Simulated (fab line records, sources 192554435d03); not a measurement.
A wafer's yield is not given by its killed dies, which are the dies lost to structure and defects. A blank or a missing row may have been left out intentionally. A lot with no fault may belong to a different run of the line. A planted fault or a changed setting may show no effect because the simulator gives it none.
What tool caused it? | flow n5_finfet | Sampling: 9 lots, 25 wafers, 5 of 1938 route steps

== WHAT THE GAUGES SHOWED, per wafer ==
N5_BEOL_M4_RC_MEAS_101. Usual: DIBL_N 36.2 mV/V, standard deviation 1.5; DIBL_P 36.4 mV/V, standard deviation 2.1; IOFF_N 0.16 nA/um, standard deviation 0.031; IOFF_P 0.21 nA/um, standard deviation 0.037; ION_N 679 uA/um, standard deviation 11; ION_P 465 uA/um, standard deviation 7.7; SS_N 71.4 mV/dec, standard deviation 0.55; SS_P 73.2 mV/dec, standard deviation 0.63; VT_N 249 mV, standard deviation 3.3; VT_P -250 mV, standard deviation 3.4.
lot  | measured     | on        | DIBL_N (mV/V)  | DIBL_P (mV/V)  | IOFF_N (nA/um) | IOFF_P (nA/um) | ION_N (uA/um) | ION_P (uA/um) | SS_N (mV/dec)  | SS_P (mV/dec)  | VT_N (mV)   | VT_P (mV)      | flag
L423 | day 9 02:43  | prober-02 | 35.6 37.4 39.1 | 35.6 38.3 40.9 | 0.13 0.18 0.22 | 0.17 0.21 0.25 | 668 698 689   | 453 470 470   | 70.7 71.8 71.8 | 74.0 73.4 74.5 | 255 249 247 | -256 -251 -250 |
L422 | day 9 02:04  | prober-01 | 36.2 36.6 36.1 | 35.0 36.3 35.0 | 0.17 0.18 0.16 | 0.23 0.25 0.24 | 682 670 667   | 467 465 464   | 72.2 71.1 71.3 | 73.1 73.9 74.1 | 249 248 251 | -249 -244 -244 |
L425 | day 10 08:27 | prober-02 | 36.1 37.5 34.2 | 37.4 40.0 36.7 | 0.15 0.18 0.13 | 0.18 0.22 0.17 | 668 683 663   | 453 461 454   | 72.2 72.6 71.3 | 73.5 73.6 73.4 | 252 249 255 | -254 -251 -255 |
L431 | day 11 13:28 | prober-01 | 38.1 36.2 38.5 | 37.1 34.5 36.3 | 0.21 0.17 0.20 | 0.23 0.20 0.22 | 688 685 688   | 457 465 464   | 72.2 71.8 71.9 | 73.6 73.4 73.7 | 243 244 248 | -248 -252 -250 |
L433 | day 11 18:20 | prober-02 | 33.9 36.5 36.3 | 34.1 37.3 37.6 | 0.14 0.19 0.19 | 0.18 0.24 0.24 | 675 692 685   | 463 475 469   | 71.0 72.0 71.5 | 72.3 73.5 73.3 | 250 244 245 | -252 -247 -247 |
L434 | day 12 00:49 | prober-01 | 37.9 35.5 35.5 | 38.4 35.5 35.3 | 0.21 0.15 0.15 | 0.27 0.22 0.23 | 695 667 674   | 473 463 472   | 71.7 71.1 70.9 | 73.8 72.8 73.2 | 244 248 248 | -246 -247 -246 |
L437 | day 12 18:43 | prober-02 | 34.6 35.2      | 34.6 34.7      | 0.13 0.13      | 0.20 0.20      | 650 659       | 458 460       | 71.4 71.3      | 72.5 72.6      | 249 250     | -248 -247      |
L438 | day 12 21:07 | prober-01 | 35.5 35.4      | 35.1 33.6      | 0.15 0.14      | 0.22 0.20      | 683 669       | 473 465       | 71.0 71.5      | 74.0 72.4      | 248 253     | -249 -250      |
L440 | day 14 03:27 | prober-01 | 38.0 35.9 34.6 | 39.9 36.3 34.2 | 0.19 0.15 0.13 | 0.26 0.20 0.17 | 672 660 675   | 464 453 457   | 71.5 71.2 71.2 | 73.8 73.0 72.9 | 249 252 250 | -245 -250 -249 |

== TOOL THAT RAN EACH LOT (tool first, then ch and the chambers of the sampled wafers, then the start) ==
lot  | N5_HKMG_FIN_STRIP_60                | N5_HKMG_FIN_ETCH_31                | N5_HKMG_FIN_ETCH_32                | N5_HKMG_FIN_ETCH_86
L423 | plasma_asher-01 ch 0,1, day 5 09:42 | rie_diel-03 ch 1,2, day 5 12:14    | rie_diel-03 ch 1,2, day 5 12:17    | rie_diel-03 ch 1,3, day 5 13:41
L422 | plasma_asher-02 ch 0,1, day 5 10:49 | rie_diel-02 ch 0,1, day 5 13:20    | rie_diel-02 ch 0,1, day 5 13:23    | rie_diel-03 ch 0,1,2, day 5 14:37
L425 | plasma_asher-02 ch 0,1, day 5 23:15 | rie_diel-02 ch 0,1,3, day 6 01:52  | rie_diel-02 ch 0,1,3, day 6 01:55  | rie_diel-03 ch 0,2,3, day 6 03:08
L431 | plasma_asher-02 ch 0,1, day 7 10:08 | rie_diel-03 ch 0,2,3, day 7 12:57  | rie_diel-03 ch 0,2,3, day 7 13:01  | rie_diel-02 ch 0,3, day 7 14:14
L433 | plasma_asher-02 ch 0,1, day 7 21:57 | rie_diel-02 ch 0,2,3, day 8 00:28  | rie_diel-02 ch 0,2,3, day 8 00:32  | rie_diel-01 ch 1,2,3, day 8 01:46
L434 | plasma_asher-02 ch 0,1, day 8 02:33 | rie_diel-02 ch 0,2, day 8 05:03    | rie_diel-02 ch 0,2, day 8 05:07    | rie_diel-03 ch 0,3, day 8 06:22
L437 | plasma_asher-02 ch 1, day 8 18:19   | rie_diel-03 ch 1,2, day 8 21:04    | rie_diel-03 ch 1,2, day 8 21:07    | rie_diel-01 ch 1,3, day 8 22:33
L438 | plasma_asher-01 ch 0, day 9 05:41   | rie_diel-03 ch 0,3, day 9 08:25    | rie_diel-03 ch 0,3, day 9 08:28    | rie_diel-01 ch 1,2, day 9 09:42
L440 | plasma_asher-01 ch 0, day 10 05:31  | rie_diel-01 ch 1,2,3, day 10 08:16 | rie_diel-01 ch 1,2,3, day 10 08:19 | rie_diel-02 ch 1,2,3, day 10 09:46
- N5_HKMG_FIN_STRIP_60: strips in N2/H2, time 360 s.
- N5_HKMG_FIN_ETCH_31: etches SiARC in CF4, target depth 45.5 nm, time 75.8 s.
- N5_HKMG_FIN_ETCH_32: etches SOC in N2/H2, target depth 240 nm, time 300 s.
- N5_HKMG_FIN_ETCH_86: etches SOC in N2/H2, stops on TiN, target depth 393.2 nm.

== AS READ BY THE TOOLS THEMSELVES (means over the sampled wafers that have a number; for cases with no such wafer, the mark the record gives instead) ==
N5_HKMG_FIN_STRIP_60. Usual: drypump_motor_current_A 5.8 A, standard deviation 0.59; h2_flow_sccm 3250 sccm, standard deviation 10; heater_power_w 447 W, standard deviation 35.
lot  | tool            | drypump_motor_current_A (A) | h2_flow_sccm (sccm) | heater_power_w (W) | flag
L423 | plasma_asher-01 | 6.3                         | 3260                | 455                |
L422 | plasma_asher-02 | 5.6                         | 3253                | 466                |
L425 | plasma_asher-02 | 5.6                         | 3237                | 465                |
L431 | plasma_asher-02 | 5.6                         | 3259                | 463                |
L433 | plasma_asher-02 | 5.2                         | 3242                | 436                |
L434 | plasma_asher-02 | 5.6                         | 3244                | 468                |
L437 | plasma_asher-02 | 6.0                         | 3254                | 494                |
L438 | plasma_asher-01 | 5.9                         | 3262                | 409                |
L440 | plasma_asher-01 | 5.9                         | 3249                | 414                |

N5_HKMG_FIN_ETCH_31. Usual: cf4_flow_sccm 100.05 sccm, standard deviation 0.28; drypump_motor_current_A 5.51 A, standard deviation 0.26; etch_rf_on_time_s 74.7 s, standard deviation 1.8; oes_product_au 0.68 a.u., standard deviation 0.078; rf_vpp_V 183.8 V, standard deviation 1.2; showerhead_plenum_p_Torr 2.12 Torr, standard deviation 0.074; throttle_valve_pct 15.64 %, standard deviation 0.21.
lot  | tool        | cf4_flow_sccm (sccm) | drypump_motor_current_A (A) | etch_rf_on_time_s (s) | oes_product_au (a.u.) | rf_vpp_V (V) | showerhead_plenum_p_Torr (Torr) | throttle_valve_pct (%) | flag
L423 | rie_diel-03 | 100.14               | 5.64                        | 76.1                  | 0.67                  | 182.9        | 2.04                            | 15.71                  |
L422 | rie_diel-02 | 99.70                | 5.09                        | 75.2                  | 0.61                  | 183.2        | 2.11                            | 15.73                  |
L425 | rie_diel-02 | 99.90                | 5.26                        | 75.7                  | 0.62                  | 184.0        | 2.08                            | 15.78                  |
L431 | rie_diel-03 | 100.04               | 5.65                        | 74.1                  | 0.70                  | 183.3        | 2.11                            | 15.74                  |
L433 | rie_diel-02 | 99.99                | 5.55                        | 68.4                  | 0.74                  | 183.8        | 2.10                            | 15.65                  | OFF
L434 | rie_diel-02 | 100.02               | 5.69                        | 68.3                  | 0.79                  | 184.2        | 2.15                            | 15.43                  | OFF
L437 | rie_diel-03 | 99.85                | 5.63                        | 76.5                  | 0.65                  | 182.9        | 2.02                            | 15.79                  |
L438 | rie_diel-03 | 100.09               | 5.67                        | 73.7                  | 0.72                  | 184.6        | 2.17                            | 15.75                  |
L440 | rie_diel-01 | 100.23               | 5.50                        | 73.2                  | 0.68                  | 183.9        | 2.15                            | 15.56                  |

N5_HKMG_FIN_ETCH_32. Usual: drypump_motor_current_A 5.52 A, standard deviation 0.26; h2_flow_sccm 200.0 sccm, standard deviation 0.63; oes_product_au 0.79 a.u., standard deviation 0.091; rf_vpp_V 523.0 V, standard deviation 2.6; showerhead_plenum_p_Torr 2.51 Torr, standard deviation 0.095; throttle_valve_pct 17.85 %, standard deviation 0.21.
lot  | tool        | drypump_motor_current_A (A) | h2_flow_sccm (sccm) | oes_product_au (a.u.) | rf_vpp_V (V) | showerhead_plenum_p_Torr (Torr) | throttle_valve_pct (%) | flag
L423 | rie_diel-03 | 5.66                        | 199.5               | 0.79                  | 520.8        | 2.40                            | 17.82                  |
L422 | rie_diel-02 | 5.11                        | 200.3               | 0.71                  | 522.0        | 2.48                            | 17.81                  |
L425 | rie_diel-02 | 5.26                        | 199.6               | 0.72                  | 521.7        | 2.46                            | 17.96                  |
L431 | rie_diel-03 | 5.64                        | 200.4               | 0.82                  | 522.5        | 2.49                            | 17.88                  |
L433 | rie_diel-02 | 5.56                        | 200.5               | 0.81                  | 522.0        | 2.48                            | 17.89                  |
L434 | rie_diel-02 | 5.67                        | 200.0               | 0.87                  | 523.9        | 2.54                            | 17.66                  |
L437 | rie_diel-03 | 5.64                        | 200.1               | 0.75                  | 518.5        | 2.37                            | 17.87                  |
L438 | rie_diel-03 | 5.70                        | 199.1               | 0.84                  | 525.8        | 2.58                            | 17.93                  |
L440 | rie_diel-01 | 5.49                        | 199.4               | 0.80                  | 524.6        | 2.56                            | 17.86                  |

N5_HKMG_FIN_ETCH_86. Usual: drypump_motor_current_A 5.55 A, standard deviation 0.25; h2_flow_sccm 200.0 sccm, standard deviation 0.59; oes_product_au 0.80 a.u., standard deviation 0.078; rf_vpp_V 240.3 V, standard deviation 1.5; showerhead_plenum_p_Torr 2.51 Torr, standard deviation 0.11; throttle_valve_pct 17.83 %, standard deviation 0.21.
lot  | tool        | drypump_motor_current_A (A) | h2_flow_sccm (sccm) | oes_product_au (a.u.) | rf_vpp_V (V) | showerhead_plenum_p_Torr (Torr) | throttle_valve_pct (%) | flag
L423 | rie_diel-03 | 5.74                        | 200.5               | 0.89                  | 240.6        | 2.47                            | 17.65                  |
L422 | rie_diel-03 | 5.61                        | 199.5               | 0.78                  | 240.8        | 2.48                            | 17.90                  |
L425 | rie_diel-03 | 5.65                        | 200.5               | 0.82                  | 240.6        | 2.50                            | 17.83                  |
L431 | rie_diel-02 | 5.42                        | 199.5               | 0.73                  | 239.2        | 2.43                            | 18.10                  |
L433 | rie_diel-01 | 5.49                        | 200.0               | 0.80                  | 240.8        | 2.57                            | 17.81                  |
L434 | rie_diel-03 | 5.71                        | 200.9               | 0.85                  | 239.8        | 2.55                            | 17.79                  |
L437 | rie_diel-01 | 5.26                        | 200.8               | 0.77                  | 240.2        | 2.56                            | 17.73                  |
L438 | rie_diel-01 | 5.53                        | 200.2               | 0.82                  | 241.4        | 2.57                            | 17.95                  |
L440 | rie_diel-02 | 5.37                        | 199.8               | 0.86                  | 240.5        | 2.50                            | 17.73                  |

== THE ANSWER, worked out from the rows above alone ==
Rule: a lot is off if the mean of its wafers that have a number lies more than 3 standard deviations from the usual mean. Also off: a lot with no number at a reading for which 4 or more lots have one. All remaining lots with rows at the step are treated as sound. Order of review: gauges by route order, followed by the tools' own readings, for which a lot's mean as printed above is used. At the first step where some lot is off, the reading lying furthest off is the one used; lots without a number count as furthest.
Off at N5_HKMG_FIN_ETCH_31 (etch_rf_on_time_s): L433, L434.
If a tool, at that step or one of the process steps before it, ran each lot that is off and ran no sound lot following the first of them, it fits. One candidate fits, namely rie_diel-02 at N5_HKMG_FIN_ETCH_31. Its last sound lot is L425 (day 6 01:52), its first lot that is off L433 (day 8 00:28): a fault that began between those two fits.
On the lots that are off, the tool's own readings at N5_HKMG_FIN_ETCH_31 differ by more than 5 times the standard deviation of the sound lots' means, which bears it out; etch_rf_on_time_s reads 68.3 s there versus 74.9 s on the sound lots.

== WHAT HAD BEEN PUT IN BY THE SIMULATOR ==
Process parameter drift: rie_diel-02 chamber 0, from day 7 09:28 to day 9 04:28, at N5_HKMG_FIN_ETCH_31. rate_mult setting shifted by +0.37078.
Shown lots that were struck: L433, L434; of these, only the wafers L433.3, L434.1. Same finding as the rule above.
